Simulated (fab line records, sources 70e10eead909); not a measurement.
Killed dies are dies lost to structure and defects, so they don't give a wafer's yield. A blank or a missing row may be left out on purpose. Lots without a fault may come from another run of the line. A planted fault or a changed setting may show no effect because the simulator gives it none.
A struck lot beside a sound one | flow nand_harc | 13 steps out of a route of 1302
Sound: wafers L242.1, L242.2, L242.4. Struck: wafers L235.3, L235.5. The cause comes at the end.
At each step with rows: each side's tool, then ch and its chambers, then its first start. Under that, the readings that differ: sound wafers | struck wafers | difference of the means | sigmas: that difference in standard deviations of wafers without a fault.
alike: readings whose means differ by less than 2 such deviations, and words and numbers that are the same on both sides. not compared: withheld readings, readings that some wafer has no value for, bounds like >300 that may hide the same value, and numbers for which the record gives no deviation and whose values overlap.
The two part at a step that has a row with sigmas, a row that says differs or no value, or rows on one side only. Numbers that don't overlap but have no deviation are shown without sigmas and don't part them. A reading that every wafer of one side lacks parts them only if that side has two wafers or more.

first, 5 steps without rows for these wafers: NHARC_A_STAIRCASE_EBR_05; NHARC_A_STAIRCASE_EXPOSE_06 (exposes mask STAIR); NHARC_A_STAIRCASE_PEB_07 (peb time 130 s); NHARC_A_STAIRCASE_DEVELOP_08 (time 140 s); NHARC_A_STAIRCASE_HARDBAKE_10 (time 140 s).
NHARC_A_STAIRCASE_DESCUM_11: chemistry O2, time 3 s.
  sound on rie_diel-05 ch 0,2,3, day 21 05:46; struck on rie_diel-06 ch 3, day 18 19:37
  alike: drypump_motor_current_A, mfc_ar_sccm, oes_product_au, rf_vpp_V, showerhead_plenum_p_Torr, throttle_valve_pct
  not compared: rf_hours_counter_h
then, 2 steps without rows for these wafers: NHARC_A_STAIRCASE_TRIM_12 (chemistry O2, time 211.2 s); NHARC_A_STAIRCASE_ETCH_13 (etches the open film in C4F8/O2, target depth 100 nm, time 40.5 s).
NHARC_A_STAIRCASE_TRIM_14: chemistry O2, time 211.2 s.
  sound on rie_diel-05 ch 1,2,3; struck on rie_diel-06 ch 1
  alike: drypump_motor_current_A, mfc_ar_sccm, oes_product_au, rf_vpp_V, showerhead_plenum_p_Torr, throttle_valve_pct
  not compared: rf_hours_counter_h
NHARC_A_STAIRCASE_ETCH_15: etches the open film in C4F8/O2, target depth 100 nm, time 40.5 s.
  sound on rie_diel-05 ch 0,2,3; struck on rie_diel-06 ch 0
  alike: oes_product_au, rf_vpp_V
  not compared: rf_hours_counter_h
NHARC_A_STAIRCASE_TRIM_16: chemistry O2, time 211.2 s.
  sound on rie_diel-05 ch 0,2,3; struck on rie_diel-06 ch 0,3
  alike: drypump_motor_current_A, mfc_ar_sccm, oes_product_au, rf_vpp_V, showerhead_plenum_p_Torr, throttle_valve_pct
  not compared: rf_hours_counter_h
NHARC_A_STAIRCASE_ETCH_17: etches the open film in C4F8/O2, target depth 100 nm, time 40.5 s.
  sound on rie_diel-05 ch 0,1,2, day 21 06:36; struck on rie_diel-06 ch 2, day 18 20:25
  reading               | sound             | struck      | difference | sigmas
  oes_product_au (a.u.) | 0.934 0.949 0.957 | 0.793 0.787 | -0.157     | -10
  alike: rf_vpp_V
  not compared: rf_hours_counter_h
NHARC_A_STAIRCASE_TRIM_18: chemistry O2, time 211.2 s.
  sound on rie_diel-05 ch 1,2,3; struck on rie_diel-06 ch 2,3
  alike: drypump_motor_current_A, mfc_ar_sccm, oes_product_au, rf_vpp_V, showerhead_plenum_p_Torr, throttle_valve_pct
  not compared: rf_hours_counter_h

WHERE THEY PART
Only at NHARC_A_STAIRCASE_ETCH_17, within this record. Later steps at which nothing parts them and some readings are alike: NHARC_A_STAIRCASE_TRIM_18.

WHY: what the simulator had put in
Process parameter drift: rie_diel-06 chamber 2, from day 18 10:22 on, at NHARC_A_STAIRCASE_ETCH_17. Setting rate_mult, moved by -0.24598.
